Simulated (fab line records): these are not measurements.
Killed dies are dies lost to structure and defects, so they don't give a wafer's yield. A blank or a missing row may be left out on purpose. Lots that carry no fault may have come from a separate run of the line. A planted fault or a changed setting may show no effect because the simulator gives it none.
fab line records	flow n5-finfet
record: lots: 24	wafers: 72	last-day: 18
route steps=1938 shown BEOL_M2@860
lots that met no fault: taken from a fault-free run of the same line
start-h: hours from the record's opening day to when the first of the lot's shown wafers began	wait-h: hours elapsed since this lot's preceding step	" as in the row above	L1.1+2: a single row standing in for several wafers	- no value, or no start given	* or withheld: withheld	< > ~ a bound
route shown NAME@n: a module of which the file shows steps, and the number in the route of the first	usual: average and standard deviation across the fault-free wafers	same: alike in all rows	chamber/n: place in a boat	sites: the reading at each site	_std_site: their standard deviation	_edge_site: inner sites' mean taken away from outer sites' mean	radius-mm: how far each site lies from the wafer's centre	mask NAME#n: copy n	behind: the most recent tool/chamber to have shaped the wafer	hold: cause of the lot's hold/its duration in hours/its outcome	device: the transistor (n, p or np) that didn't switch	end of line: the route-end tests of the same wafers	for a step that has no rows: nothing shown but its recipe	killed: not the wafer's yield, but the dies lost to structure and defects at the first sort	map: per-die view of a wafer (x killed, . not killed, _ where there is no die)
set.NAME: the run value of the setting; set.NAME@STEP: its run value at that earlier step	model.NAME: the simulator's own value behind a step, which no gauge read
steps of the route over a sample of lots; a table a step, a row a wafer
services: the hour from which a tool's chamber was out of use, counted from the record's first day as start-h (under 0 if before that day), plus the number of hours and why
== steps ==
step: N5_BEOL_M2_ETCH_64
recipe: chemistry: N2/H2	target: SOC	target-depth-a: 750	overetch-a: 225	mask-material: SiARC	temp-c: 40	time-s: 121.9	ion-energy-ev: 200	pressure-mtorr: 30	source-w: 840	bias-w: 150	n2-flow-sccm: 200	h2-flow-sccm: 200
usual: bias-w: 150.1/0.43	drypump-motor-current-A: 5.7/0.42	oes-product-au: 0.58/0.049	rf-vpp-V: 524.7/2	showerhead-plenum-p-Torr: 2.57/0.063	throttle-valve-pct: 17.71/0.2
lot.wafer	tool	chamber	start-h	wait-h	bias-w	drypump-motor-current-A	oes-product-au	rf-hours-counter-h	rf-vpp-V	showerhead-plenum-p-Torr	throttle-valve-pct
L074.2	rie-diel-04	1	131.50	0.0	149.8	6.0	0.66	28	526.8	2.60	17.85
L074.3	"	3	"	"	150.3	5.9	0.55	190	525.8	2.62	17.70
L074.4	"	0	"	"	150.1	6.1	0.57	154	523.4	2.54	17.98
L075.2	rie-diel-03	0	137.96	0.0	149.7	5.3	0.61	91	527.6	2.67	17.43
L075.4	"	3	"	"	150.0	5.9	0.51	236	526.6	2.61	17.86
L075.5	"	2	"	"	150.0	5.2	0.59	-	521.8	2.53	17.54
L076.1	rie-diel-03	1	145.34	0.0	149.6	5.4	0.59	129	525.3	2.56	17.62
L076.3	"	2	"	"	150.8	5.2	0.59	156	523.0	2.53	17.53
L076.4	"	3	"	"	150.6	5.9	0.52	239	526.7	2.61	17.88
L077.1	rie-diel-01	2	145.85	0.0	150.8	4.8	0.55	166	520.2	2.44	17.97
L077.4	"	0	"	"	149.2	5.8	0.57	147	523.6	2.54	17.66
L077.6	"	1	"	"	150.4	5.1	0.53	-	525.9	2.63	17.85
L078.1	rie-diel-04	3	151.56	0.0	149.7	5.9	0.55	197	526.7	2.62	17.72
L078.3	"	2	"	"	150.1	6.1	0.53	230	524.1	2.51	17.62
L078.6	"	3	"	"	150.0	5.9	0.56	-	526.6	2.62	17.71
L079.1	rie-diel-04	1	158.58	0.0	149.4	6.0	0.65	37	526.1	2.60	17.85
L079.3	"	0	"	"	150.2	6.1	0.57	164	523.5	2.53	18.01
L079.5	"	1	"	"	150.2	6.0	0.64	-	526.7	2.60	17.87
L080.1	rie-diel-04	3	164.15	0.0	150.2	6.0	0.55	202	527.3	2.62	17.75
L080.2	"	2	"	"	150.8	6.1	0.53	235	524.5	2.50	17.62
L080.4	"	2	"	"	150.2	6.1	0.53	-	523.2	2.51	17.61
L081.1	rie-diel-03	2	175.84	0.0	150.2	5.2	0.58	167	524.4	2.52	17.58
L081.2	"	0	"	"	150.1	5.3	0.61	103	527.2	2.66	17.44
L081.3	"	3	"	"	150.5	5.9	0.51	249	525.9	2.61	17.87
L082.1	rie-diel-04	1	180.36	0.0	150.0	6.0	0.64	42	525.0	2.60	17.87
L082.2	"	2	"	"	149.8	6.1	0.53	241	523.8	2.50	17.62
L082.6	"	2	"	"	150.2	6.1	0.53	-	522.2	2.50	17.62
L083.1	rie-diel-03	0	205.21	0.0	150.4	5.3	0.60	113	526.9	2.66	17.47
L083.2	"	2	"	"	150.3	5.2	0.58	177	524.5	2.52	17.57
L083.4	"	2	"	"	149.3	5.2	0.58	-	524.8	2.52	17.58
L084.1	rie-diel-01	1	209.07	0.0	150.3	5.1	0.52	250	525.8	2.62	17.88
L084.3	"	3	"	"	150.1	6.1	0.63	48	527.8	2.68	17.46
L084.6	"	0	"	"	150.3	5.8	0.56	-	523.6	2.53	17.68
L085.2	rie-diel-04	1	211.34	0.0	149.2	6.0	0.63	51	527.1	2.59	17.90
L085.3	"	0	"	"	149.8	6.1	0.57	182	523.3	2.52	18.05
L085.6	"	3	"	"	150.0	5.9	0.54	-	526.6	2.61	17.77
L086.2	rie-diel-03	0	213.45	0.0	150.4	5.4	0.60	115	526.8	2.65	17.47
L086.3	"	1	"	"	149.1	5.4	0.57	152	522.7	2.55	17.65
L086.4	"	2	"	"	150.3	5.2	0.58	180	523.6	2.52	17.57
L088.1	rie-diel-04	0	215.43	0.0	150.3	6.1	0.57	185	523.1	2.52	18.07
L088.2	"	1	"	"	149.2	6.0	0.63	54	524.2	2.59	17.91
L088.5	"	0	"	"	150.2	6.1	0.56	-	523.4	2.52	18.06
L087.2	rie-diel-04	0	218.52	0.0	149.6	6.1	0.56	186	523.7	2.52	18.04
L087.4	"	1	"	"	149.4	6.0	0.63	-	525.0	2.59	17.90
L087.6	"	0	"	"	149.9	6.1	0.57	-	523.6	2.52	18.07
L089.1	rie-diel-03	1	223.90	0.0	149.4	5.4	0.57	155	523.5	2.55	17.65
L089.5	"	2	"	"	150.8	5.2	0.57	-	523.4	2.51	17.56
L089.6	"	3	"	"	149.5	5.9	0.71	-	525.0	2.61	17.48
L090.1	rie-diel-01	2	228.51	0.0	150.2	4.8	0.53	198	521.3	2.43	18.02
L090.3	"	1	"	"	149.4	5.1	0.52	259	526.2	2.61	17.89
L090.5	"	0	"	"	150.2	5.8	0.55	-	525.7	2.52	17.72
L091.2	rie-diel-03	1	230.29	0.0	149.6	5.4	0.58	157	523.4	2.55	17.67
L091.3	"	3	"	"	149.8	5.9	0.70	7	526.3	2.61	17.47
L091.4	"	2	"	"	151.1	5.2	0.57	185	524.4	2.51	17.59
L092.1	rie-diel-01	2	238.57	0.0	150.1	4.8	0.54	203	520.0	2.43	18.03
L092.2	"	3	"	"	150.6	6.2	0.62	55	527.3	2.68	17.50
L092.5	"	0	"	"	150.8	5.8	0.56	-	523.4	2.52	17.72
L093.2	rie-diel-03	2	250.81	0.0	150.5	5.2	0.57	192	522.8	2.51	17.61
L093.4	"	0	"	"	149.6	5.3	0.60	127	527.6	2.65	17.48
L093.6	"	0	"	"	149.4	5.4	0.59	-	527.4	2.65	17.48
L094.2	rie-diel-03	3	252.08	0.0	150.5	5.9	0.69	14	525.9	2.60	17.50
L094.5	"	2	"	"	149.5	5.2	0.56	-	523.4	2.51	17.60
L094.6	"	3	"	"	150.4	5.9	0.69	-	524.1	2.60	17.50
L095.1	rie-diel-01	3	272.55	0.0	149.8	6.2	0.61	69	528.1	2.67	17.52
L095.3	"	0	"	"	149.8	5.8	0.55	200	523.4	2.51	17.76
L095.4	"	3	"	"	149.9	6.2	0.61	-	527.3	2.67	17.53
L096.1	rie-diel-04	1	273.67	0.0	150.5	6.0	0.61	74	526.7	2.58	17.93
L096.2	"	3	"	"	150.0	5.9	0.53	242	525.0	2.60	17.79
L096.3	"	0	"	"	150.7	6.1	0.56	204	522.4	2.52	18.10
L097.1	rie-diel-03	3	274.85	0.0	150.3	5.9	0.68	22	525.1	2.60	17.50
L097.4	"	0	"	"	151.1	5.4	0.59	135	526.5	2.65	17.49
L097.5	"	3	"	"	150.1	5.9	0.67	-	525.5	2.60	17.51
step: N5_BEOL_M2_OVL_MEAS_29
recipe: points-per-wafer: 522
usual: V1_OVL: -0.4/0.69
lot.wafer	tool	chamber	start-h	wait-h	V1_OVL[nm]
L074.2	overlay-01	0	132.30	0.0	-0.9
L074.3	"	0	"	"	-0.7
L074.4	"	0	"	"	-1.1
L075.2	overlay-01	0	138.83	0.0	0.4
L075.4	"	0	"	"	0.4
L075.5	"	0	"	"	-0.6
L076.1	overlay-02	0	146.17	0.0	-0.4
L076.3	"	0	"	"	-1.0
L076.4	"	0	"	"	-1.0
L077.1	overlay-01	0	146.69	0.0	-0.6
L077.4	"	0	"	"	-1.1
L077.6	"	0	"	"	-0.6
L078.1	overlay-02	0	152.27	0.0	-0.7
L078.3	"	0	"	"	0.3
L078.6	"	0	"	"	-0.6
L079.1	overlay-01	0	159.29	0.0	-1.2
L079.3	"	0	"	"	-1.0
L079.5	"	0	"	"	-1.1
L080.1	overlay-02	0	164.98	0.0	-0.7
L080.2	"	0	"	"	-1.1
L080.4	"	0	"	"	-1.9
L081.1	overlay-02	0	176.67	0.0	0.2
L081.2	"	0	"	"	0.3
L081.3	"	0	"	"	0.5
L082.1	overlay-01	0	181.26	0.0	-0.4
L082.2	"	0	"	"	-1.5
L082.6	"	0	"	"	0.1
L083.1	overlay-02	0	206.06	0.0	-1.7
L083.2	"	0	"	"	-0.4
L083.4	"	0	"	"	-1.5
L084.1	overlay-01	0	209.86	0.0	-0.3
L084.3	"	0	"	"	0.2
L084.6	"	0	"	"	0.2
L085.2	overlay-02	0	212.30	0.0	0.2
L085.3	"	0	"	"	-0.5
L085.6	"	0	"	"	0.7
L086.2	overlay-02	0	214.30	0.0	-1.2
L086.3	"	0	"	"	0.2
L086.4	"	0	"	"	-1.2
L088.1	overlay-02	0	216.22	0.0	0.3
L088.2	"	0	"	"	-1.5
L088.5	"	0	"	"	-1.3
L087.2	overlay-02	0	219.36	0.0	-0.8
L087.4	"	0	"	"	-0.9
L087.6	"	0	"	"	-1.3
L089.1	overlay-01	0	224.62	0.0	-0.8
L089.5	"	0	"	"	-0.8
L089.6	"	0	"	"	-0.3
L090.1	overlay-01	0	229.42	0.0	-0.4
L090.3	"	0	"	"	0.2
L090.5	"	0	"	"	-0.3
L091.2	overlay-01	0	231.13	0.0	0.2
L091.3	"	0	"	"	-0.3
L091.4	"	0	"	"	0.0
L092.1	overlay-01	0	239.40	0.0	-0.4
L092.2	"	0	"	"	-0.8
L092.5	"	0	"	"	-0.7
L093.2	overlay-01	0	251.73	0.0	0.8
L093.4	"	0	"	"	1.2
L093.6	"	0	"	"	0.5
L094.2	overlay-02	0	253.11	0.0	-1.6
L094.5	"	0	"	"	0.1
L094.6	"	0	"	"	-1.0
L095.1	overlay-02	0	273.44	0.0	0.0
L095.3	"	0	"	"	0.1
L095.4	"	0	"	"	0.8
L096.1	overlay-01	0	274.40	0.0	-0.6
L096.2	"	0	"	"	-0.4
L096.3	"	0	"	"	0.0
L097.1	overlay-01	0	275.71	0.0	-1.2
L097.4	"	0	"	"	0.0
L097.5	"	0	"	"	-1.3
step: N5_BEOL_M2_TRENCH_ETCH_37
recipe: chemistry: C4F6/O2	target-depth-a: 555.55	target: SiOC	time-s: 29.2	ion-energy-ev: 250	pressure-mtorr: 30	source-w: 355	bias-w: 185	Ar_flow_sccm: 300	C4F6_flow_sccm: 10	O2_flow_sccm: 10
usual: bias-w: 185.1/0.59	drypump-motor-current-A: 5.7/0.44	oes-product-au: 0.76/0.066	rf-vpp-V: 662/13	showerhead-plenum-p-Torr: 2.88/0.084	throttle-valve-pct: 20.82/0.19
lot.wafer	tool	chamber	start-h	wait-h	bias-w	drypump-motor-current-A	oes-product-au	rf-hours-counter-h	rf-vpp-V	showerhead-plenum-p-Torr	throttle-valve-pct
L074.2	rie-diel-03	2	-	-	184.8	5.2	0.78	152	661	2.85	20.64
L074.3	"	1	"	"	185.4	5.4	0.77	124	672	2.84	20.49
L074.4	"	3	"	"	184.5	5.9	0.67	235	643	2.93	20.87
L075.2	rie-diel-04	1	-	-	185.0	6.0	0.86	31	677	2.92	21.07
L075.4	"	2	"	"	184.9	6.1	0.69	227	678	2.82	20.73
L075.5	"	0	"	"	184.6	6.1	0.75	-	660	2.83	21.04
L076.1	rie-diel-01	3	-	-	184.4	6.2	0.87	31	646	3.04	20.78
L076.3	"	0	"	"	184.4	5.8	0.77	147	649	2.85	20.71
L076.4	"	1	"	"	185.2	5.1	0.71	226	662	2.94	20.88
L077.1	rie-diel-03	2	-	-	184.7	5.2	0.78	158	661	2.84	20.65
L077.4	"	3	"	"	183.6	5.9	0.67	240	643	2.93	20.87
L077.6	"	2	"	"	185.9	5.2	0.77	-	659	2.84	20.67
L078.1	rie-diel-03	3	-	-	184.0	5.9	0.67	241	642	2.93	20.86
L078.3	"	1	"	"	184.8	5.4	0.77	131	674	2.84	20.52
L078.6	"	3	"	"	184.2	5.9	0.67	-	642	2.93	20.86
L079.1	rie-diel-04	3	-	-	184.6	5.9	0.72	202	667	2.94	20.84
L079.3	"	0	"	"	184.7	6.0	0.75	166	659	2.83	21.05
L079.5	"	2	"	"	185.5	6.1	0.69	-	678	2.81	20.73
L080.1	rie-diel-01	1	-	-	185.9	5.1	0.70	234	664	2.94	20.89
L080.2	"	3	"	"	184.5	6.2	0.86	39	647	3.03	20.77
L080.4	"	0	"	"	185.6	5.8	0.76	155	650	2.85	20.72
L081.1	rie-diel-03	2	-	-	185.7	5.2	0.77	168	659	2.84	20.67
L081.2	"	1	"	"	184.7	5.4	0.76	140	673	2.84	20.53
L081.3	"	0	"	"	185.1	5.3	0.80	104	659	2.98	20.58
L082.1	rie-diel-04	0	-	-	185.5	6.1	0.74	175	659	2.83	21.07
L082.2	"	1	"	"	185.1	6.0	0.85	45	677	2.91	21.10
L082.6	"	2	"	"	185.4	6.1	0.70	-	679	2.81	20.73
L083.1	rie-diel-04	1	-	-	184.7	6.0	0.83	49	680	2.91	21.13
L083.2	"	3	"	"	184.6	5.9	0.71	217	668	2.93	20.84
L083.4	"	2	"	"	184.6	6.1	0.68	249	678	2.81	20.74
L084.1	rie-diel-01	3	-	-	185.1	6.1	0.83	48	647	3.03	20.81
L084.3	"	0	"	"	185.7	5.8	0.75	172	647	2.84	20.74
L084.6	"	3	"	"	184.9	6.1	0.83	-	647	3.03	20.78
L085.2	rie-diel-01	1	-	-	185.1	5.1	0.69	252	662	2.93	20.92
L085.3	"	2	"	"	185.1	4.8	0.71	191	680	2.72	20.99
L085.6	"	3	"	"	184.9	6.2	0.84	-	648	3.03	20.79
L086.2	rie-diel-01	1	-	-	184.6	5.1	0.69	253	663	2.93	20.92
L086.3	"	0	"	"	185.1	5.8	0.75	174	648	2.84	20.74
L086.4	"	1	"	"	185.0	5.1	0.69	-	663	2.93	20.91
L088.1	rie-diel-03	0	-	-	184.7	5.3	0.79	117	658	2.98	20.62
L088.2	"	2	"	"	184.9	5.2	0.77	181	661	2.83	20.68
L088.5	"	2	"	"	185.0	5.2	0.77	-	660	2.83	20.70
L087.2	rie-diel-01	2	-	-	185.6	4.8	0.71	194	680	2.72	21.01
L087.4	"	0	"	"	184.5	5.9	0.74	-	648	2.84	20.77
L087.6	"	2	"	"	184.4	4.8	0.71	-	679	2.72	20.99
L089.1	rie-diel-04	3	-	-	184.9	5.9	0.69	228	669	2.93	20.85
L089.5	"	3	"	"	184.9	5.9	0.70	-	667	2.93	20.86
L089.6	"	1	"	"	185.9	6.0	0.82	-	678	2.91	21.11
L090.1	rie-diel-01	3	-	-	185.3	6.2	0.83	52	645	3.03	20.81
L090.3	"	0	"	"	185.6	5.8	0.73	182	647	2.83	20.75
L090.5	"	2	"	"	186.0	4.8	0.71	-	681	2.72	21.00
L091.2	rie-diel-03	0	-	-	185.0	5.3	0.78	122	656	2.97	20.61
L091.3	"	2	"	"	185.1	5.2	0.75	187	659	2.83	20.68
L091.4	"	3	"	"	184.8	5.9	0.94	9	643	2.92	20.57
L092.1	rie-diel-04	2	-	-	184.9	6.1	0.97	5	680	2.80	20.42
L092.2	"	0	"	"	185.4	6.1	0.73	196	658	2.82	21.09
L092.5	"	1	"	"	184.9	6.0	0.83	-	677	2.90	21.13
L094.2	rie-diel-03	0	-	-	185.2	5.3	0.77	129	659	2.97	20.61
L094.5	"	0	"	"	185.8	5.3	0.78	-	656	2.97	20.63
L094.6	"	1	"	"	186.0	5.4	0.73	-	672	2.83	20.56
L093.2	rie-diel-01	0	-	-	184.6	5.8	0.72	196	648	2.83	20.78
L093.4	"	2	"	"	185.8	4.8	0.70	-	681	2.71	21.04
L093.6	"	3	"	"	186.1	6.2	0.81	-	646	3.02	20.81
L095.1	rie-diel-04	3	-	-	184.5	5.9	0.69	243	668	2.92	20.87
L095.3	"	1	"	"	185.3	6.0	0.80	75	679	2.90	21.16
L095.4	"	0	"	"	185.0	6.1	0.71	205	658	2.81	21.12
L096.1	rie-diel-01	3	-	-	185.7	6.1	0.81	71	647	3.02	20.82
L096.2	"	0	"	"	184.5	5.9	0.72	202	646	2.82	20.79
L096.3	"	2	"	"	185.7	4.8	0.70	219	679	2.71	21.01
L097.1	rie-diel-04	0	-	-	186.2	6.1	0.72	206	658	2.81	21.11
L097.4	"	1	"	"	185.5	6.0	0.81	76	676	2.90	21.15
L097.5	"	3	"	"	185.2	5.9	0.70	-	667	2.92	20.87
step: N5_BEOL_M2_DEGAS_44
recipe: ambient: vacuum	temp-c: 250	time-s: 60
usual: heater-power-w: 337/31
lot.wafer	tool	chamber	start-h	wait-h	heater-power-w
L074.2	pvd-sputter-01	-	133.61	0.3	339
L074.3	"	-	"	"	286
L074.4	"	-	"	"	376
L075.2	pvd-sputter-02	-	141.45	0.3	339
L075.4	"	-	"	"	310
L075.5	"	-	"	"	355
L076.1	pvd-sputter-02	-	147.27	0.0	317
L076.3	"	-	"	"	341
L076.4	"	-	"	"	311
L077.1	pvd-sputter-03	-	151.15	0.8	391
L077.4	"	-	"	"	354
L077.6	"	-	"	"	346
L078.1	pvd-sputter-02	-	155.33	0.2	305
L078.3	"	-	"	"	330
L078.6	"	-	"	"	305
L079.1	pvd-sputter-03	-	163.83	0.5	382
L079.3	"	-	"	"	408
L079.5	"	-	"	"	389
L080.1	pvd-sputter-02	-	168.18	0.4	314
L080.2	"	-	"	"	340
L080.4	"	-	"	"	363
L081.1	pvd-sputter-02	-	181.60	1.8	317
L081.2	"	-	"	"	338
L081.3	"	-	"	"	361
L082.1	pvd-sputter-02	-	192.31	0.2	355
L082.2	"	-	"	"	309
L082.6	"	-	"	"	354
L083.1	pvd-sputter-01	-	207.98	0.3	305
L083.2	"	-	"	"	366
L083.4	"	-	"	"	343
L084.1	pvd-sputter-02	-	211.22	0.4	336
L084.3	"	-	"	"	357
L084.6	"	-	"	"	339
L085.2	pvd-sputter-03	-	214.41	0.1	381
L085.3	"	-	"	"	323
L085.6	"	-	"	"	348
L086.2	pvd-sputter-02	-	215.54	0.0	317
L086.3	"	-	"	"	357
L086.4	"	-	"	"	318
L088.1	pvd-sputter-02	-	218.86	0.7	334
L088.2	"	-	"	"	352
L088.5	"	-	"	"	310
L087.2	pvd-sputter-03	-	222.01	0.6	349
L087.4	"	-	"	"	383
L087.6	"	-	"	"	352
L089.1	pvd-sputter-03	-	229.09	0.4	380
L089.5	"	-	"	"	410
L089.6	"	-	"	"	319
L090.1	pvd-sputter-01	-	232.11	0.1	367
L090.3	"	-	"	"	305
L090.5	"	-	"	"	289
L091.2	pvd-sputter-01	-	236.00	0.6	290
L091.3	"	-	"	"	372
L091.4	"	-	"	"	303
L092.1	pvd-sputter-01	-	244.48	0.5	375
L092.2	"	-	"	"	303
L092.5	"	-	"	"	301
L094.2	pvd-sputter-01	-	258.18	0.5	293
L094.5	"	-	"	"	372
L094.6	"	-	"	"	304
L093.2	pvd-sputter-02	-	263.94	0.5	320
L093.4	"	-	"	"	336
L093.6	"	-	"	"	337
L095.1	pvd-sputter-02	-	275.71	0.0	313
L095.3	"	-	"	"	334
L095.4	"	-	"	"	367
L096.1	pvd-sputter-01	-	275.96	0.1	286
L096.2	"	-	"	"	344
L096.3	"	-	"	"	302
L097.1	pvd-sputter-02	-	278.97	0.3	372
L097.4	"	-	"	"	303
L097.5	"	-	"	"	344
step: N5_BEOL_M2_SPUTTER_79
recipe: material: Cu	target-thk-a: 45	temp-c: -20	chamber-pressure-pa: 0.07	power-w: withheld	time-s: 8.29
usual: throttle-valve-pct: 30.3/1.3
lot.wafer	tool	chamber	start-h	wait-h	throttle-valve-pct
L074.2	pvd-sputter-01	-	134.84	0.1	31.3
L074.3	"	-	"	"	31.2
L074.4	"	-	"	"	29.1
L075.2	pvd-sputter-01	-	142.57	0.1	31.2
L075.4	"	-	"	"	31.4
L075.5	"	-	"	"	31.2
L076.1	pvd-sputter-02	-	149.49	0.1	30.1
L076.3	"	-	"	"	28.1
L076.4	"	-	"	"	31.1
L077.1	pvd-sputter-03	-	152.72	0.1	28.4
L077.4	"	-	"	"	29.8
L077.6	"	-	"	"	28.1
L078.1	pvd-sputter-02	-	156.19	0.1	29.7
L078.3	"	-	"	"	31.7
L078.6	"	-	"	"	30.9
L079.1	pvd-sputter-03	-	164.61	0.1	30.5
L079.3	"	-	"	"	28.3
L079.5	"	-	"	"	30.4
L080.1	pvd-sputter-02	-	169.14	0.1	31.4
L080.2	"	-	"	"	30.8
L080.4	"	-	"	"	28.1
L081.1	pvd-sputter-02	-	182.66	0.1	30.0
L081.2	"	-	"	"	27.9
L081.3	"	-	"	"	31.5
L082.1	pvd-sputter-02	-	193.38	0.1	31.4
L082.2	"	-	"	"	27.8
L082.6	"	-	"	"	31.1
L083.1	pvd-sputter-01	-	210.62	0.1	29.1
L083.2	"	-	"	"	31.3
L083.4	"	-	"	"	29.8
L084.1	pvd-sputter-03	-	212.27	0.1	28.4
L084.3	"	-	"	"	29.5
L084.6	"	-	"	"	28.4
L085.2	pvd-sputter-01	-	215.21	0.1	31.1
L085.3	"	-	"	"	30.1
L085.6	"	-	"	"	30.3
L086.2	pvd-sputter-03	-	216.50	0.1	29.7
L086.3	"	-	"	"	30.4
L086.4	"	-	"	"	32.4
L088.1	pvd-sputter-02	-	221.42	0.1	31.2
L088.2	"	-	"	"	27.8
L088.5	"	-	"	"	31.3
L087.2	pvd-sputter-01	-	223.06	0.1	31.1
L087.4	"	-	"	"	28.9
L087.6	"	-	"	"	31.2
L089.1	pvd-sputter-01	-	230.27	0.1	31.4
L089.5	"	-	"	"	30.8
L089.6	"	-	"	"	31.3
L090.1	pvd-sputter-02	-	232.96	0.1	31.1
L090.3	"	-	"	"	31.5
L090.5	"	-	"	"	30.1
L091.2	pvd-sputter-01	-	236.98	0.1	31.4
L091.3	"	-	"	"	31.6
L091.4	"	-	"	"	29.2
L092.1	pvd-sputter-02	-	247.07	0.1	28.0
L092.2	"	-	"	"	31.1
L092.5	"	-	"	"	30.0
L094.2	pvd-sputter-03	-	259.53	0.1	30.2
L094.5	"	-	"	"	29.7
L094.6	"	-	"	"	32.4
L093.2	pvd-sputter-02	-	265.24	0.1	31.4
L093.4	"	-	"	"	27.9
L093.6	"	-	"	"	31.5
L095.1	pvd-sputter-03	-	276.63	0.1	28.4
L095.3	"	-	"	"	29.7
L095.4	"	-	"	"	32.6
L096.1	pvd-sputter-01	-	276.75	0.1	31.1
L096.2	"	-	"	"	31.2
L096.3	"	-	"	"	30.0
L097.1	pvd-sputter-02	-	279.97	0.1	31.3
L097.4	"	-	"	"	27.9
L097.5	"	-	"	"	30.0
step: N5_BEOL_M2_SPUTTER_81
recipe: material: Cu	target-thk-a: 45	temp-c: -20	chamber-pressure-pa: 0.07	power-w: withheld	time-s: 8.29
usual: throttle-valve-pct: 30.3/1.2
lot.wafer	tool	chamber	start-h	wait-h	throttle-valve-pct
L074.2	pvd-sputter-01	-	135.06	0.1	31.5
L074.3	"	-	"	"	31.3
L074.4	"	-	"	"	29.0
L075.2	pvd-sputter-01	-	142.79	0.1	31.2
L075.4	"	-	"	"	31.2
L075.5	"	-	"	"	31.4
L076.1	pvd-sputter-02	-	149.71	0.1	30.1
L076.3	"	-	"	"	27.9
L076.4	"	-	"	"	31.1
L077.1	pvd-sputter-03	-	152.94	0.1	28.2
L077.4	"	-	"	"	29.8
L077.6	"	-	"	"	28.4
L078.1	pvd-sputter-02	-	156.41	0.1	29.8
L078.3	"	-	"	"	31.3
L078.6	"	-	"	"	31.1
L079.1	pvd-sputter-03	-	164.83	0.1	30.1
L079.3	"	-	"	"	28.4
L079.5	"	-	"	"	30.2
L080.1	pvd-sputter-02	-	169.36	0.1	31.5
L080.2	"	-	"	"	31.1
L080.4	"	-	"	"	27.7
L081.1	pvd-sputter-02	-	182.88	0.1	30.3
L081.2	"	-	"	"	28.1
L081.3	"	-	"	"	31.4
L082.1	pvd-sputter-02	-	193.60	0.1	31.3
L082.2	"	-	"	"	27.9
L082.6	"	-	"	"	31.1
L083.1	pvd-sputter-01	-	210.84	0.1	28.9
L083.2	"	-	"	"	31.4
L083.4	"	-	"	"	29.7
L084.1	pvd-sputter-03	-	212.49	0.1	28.4
L084.3	"	-	"	"	30.0
L084.6	"	-	"	"	28.4
L085.2	pvd-sputter-01	-	215.43	0.1	31.2
L085.3	"	-	"	"	30.1
L085.6	"	-	"	"	30.3
L086.2	pvd-sputter-03	-	216.72	0.1	29.8
L086.3	"	-	"	"	30.4
L086.4	"	-	"	"	32.5
L088.1	pvd-sputter-02	-	221.64	0.1	31.4
L088.2	"	-	"	"	28.0
L088.5	"	-	"	"	31.3
L087.2	pvd-sputter-01	-	223.28	0.1	30.9
L087.4	"	-	"	"	29.2
L087.6	"	-	"	"	30.9
L089.1	pvd-sputter-01	-	230.49	0.1	31.1
L089.5	"	-	"	"	31.4
L089.6	"	-	"	"	31.7
L090.1	pvd-sputter-02	-	233.18	0.1	31.1
L090.3	"	-	"	"	31.3
L090.5	"	-	"	"	29.9
L091.2	pvd-sputter-01	-	237.20	0.1	31.2
L091.3	"	-	"	"	31.2
L091.4	"	-	"	"	29.2
L092.1	pvd-sputter-02	-	247.29	0.1	27.9
L092.2	"	-	"	"	31.1
L092.5	"	-	"	"	30.0
L094.2	pvd-sputter-03	-	259.75	0.1	30.4
L094.5	"	-	"	"	29.6
L094.6	"	-	"	"	32.5
L093.2	pvd-sputter-02	-	265.46	0.1	31.7
L093.4	"	-	"	"	27.7
L093.6	"	-	"	"	31.5
L095.1	pvd-sputter-03	-	276.85	0.1	28.5
L095.3	"	-	"	"	29.9
L095.4	"	-	"	"	32.3
L096.1	pvd-sputter-01	-	276.97	0.1	31.3
L096.2	"	-	"	"	31.4
L096.3	"	-	"	"	29.8
L097.1	pvd-sputter-02	-	280.19	0.1	31.3
L097.4	"	-	"	"	27.7
L097.5	"	-	"	"	30.1
== services ==
tool	chamber	start-h	hours	kind
rie-diel-01	0	112.49	8.4	repair
rie-diel-03	-	150.21	4.3	pm
rie-diel-04	1	161.52	5.3	repair
rie-diel-03	3	180.27	-	clean
rie-diel-03	3	180.27	-	consumable-replace:focus-ring
rie-diel-03	3	180.27	28.1	scheduled-down
rie-diel-03	3	180.27	28.1	vent-cycle
rie-diel-01	3	191.98	14.3	repair
rie-diel-04	2	210.28	-	clean
rie-diel-04	2	210.28	-	consumable-replace:focus-ring
rie-diel-04	2	210.28	22.0	scheduled-down
rie-diel-04	2	210.28	22.0	vent-cycle
rie-diel-03	-	211.67	1.7	repair
rie-diel-01	1	257.44	-	clean
rie-diel-01	1	257.44	-	consumable-replace:focus-ring
rie-diel-01	1	257.44	24.3	scheduled-down
rie-diel-01	1	257.44	24.3	vent-cycle
== key ==
fault none
